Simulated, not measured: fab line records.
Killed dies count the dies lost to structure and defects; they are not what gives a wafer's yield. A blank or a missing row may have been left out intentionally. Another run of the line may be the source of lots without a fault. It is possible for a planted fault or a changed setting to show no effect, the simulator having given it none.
The tool behind it: which one? + flow nandHarc + 6 lots with 18 wafers sampled at 4 steps, on a route of 1302 steps

## WHAT THE GAUGES SHOWED, per wafer
NHARC_P_STI_CD_MEAS_09: target cd 200 nm.
| lot  | measured     | on       | cdNm (nm)         |
|------|--------------|----------|-------------------|
| L230 | day 3 17:07  | cdSem-03 | 198.9 202.9 202.5 |
| L232 | day 4 14:00  | cdSem-01 | 201.1 201.3 201.1 |
| L243 | day 9 01:42  | cdSem-01 | 197.5 201.7 202.9 |
| L245 | day 9 21:32  | cdSem-02 | 200.6 197.6 201.4 |
| L247 | day 10 18:02 | cdSem-02 | 202.5 201.8 199.7 |
| L250 | day 11 23:20 | cdSem-02 | 201.6 198.3 199.1 |

## EACH LOT AND THE TOOL THAT RAN IT (in order: tool; ch and the chambers of the sampled wafers; start)
| lot  | NHARC_P_ZERO_WELL_DESCUM_13      | NHARC_P_ZERO_WELL_DESCUM_26      | NHARC_P_STI_EXPOSE_06            |
|------|----------------------------------|----------------------------------|----------------------------------|
| L230 | rieDiel-07 ch 0,2,3, day 2 17:16 | rieDiel-07 ch 0,1, day 2 18:37   | krfScanner-03 ch 0, day 3 16:58  |
| L232 | rieDiel-07 ch 0,1,2, day 3 13:25 | rieDiel-08 ch 0,3, day 3 14:46   | krfScanner-03 ch 0, day 4 13:51  |
| L243 | rieDiel-07 ch 0,1,3, day 8 03:23 | rieDiel-07 ch 1,2,3, day 8 04:38 | krfScanner-02 ch 0, day 9 01:33  |
| L245 | rieDiel-10 ch 0,2,3, day 8 23:18 | rieDiel-08 ch 0,1,2, day 9 00:41 | krfScanner-02 ch 0, day 9 21:23  |
| L247 | rieDiel-10 ch 0,1,3, day 9 19:26 | rieDiel-10 ch 0,1,3, day 9 21:11 | krfScanner-02 ch 0, day 10 17:54 |
| L250 | rieDiel-10 ch 0,1, day 11 01:17  | rieDiel-07 ch 0,1, day 11 02:40  | krfScanner-04 ch 0, day 11 23:11 |
- NHARC_P_ZERO_WELL_DESCUM_13: chemistry O2, time 3 s.
- NHARC_P_ZERO_WELL_DESCUM_26: chemistry O2, time 3 s.
- NHARC_P_STI_EXPOSE_06: exposes mask P STI, target cd 200 nm.

## THE ANSWER, worked out from the rows above alone
Rule: the usual values come from the lots themselves. Put in order of their means at a reading, lots are off if they are a third of the lots or fewer, leave a main group of 4 or more, and stand apart from it by a gap of 3 or more times the standard deviation of the main group's means; of several such gaps the widest counts. A main group whose means are all the same, to the digits that the tables above print for the reading, isn't used. Also off: a lot with no number at a reading for which 4 or more lots have one. Where the step has rows for the other lots, those lots are counted as sound.
No lot is off on any of the readings shown, so nothing can be concluded from this.

## WHAT THE SIMULATOR HAD INSERTED
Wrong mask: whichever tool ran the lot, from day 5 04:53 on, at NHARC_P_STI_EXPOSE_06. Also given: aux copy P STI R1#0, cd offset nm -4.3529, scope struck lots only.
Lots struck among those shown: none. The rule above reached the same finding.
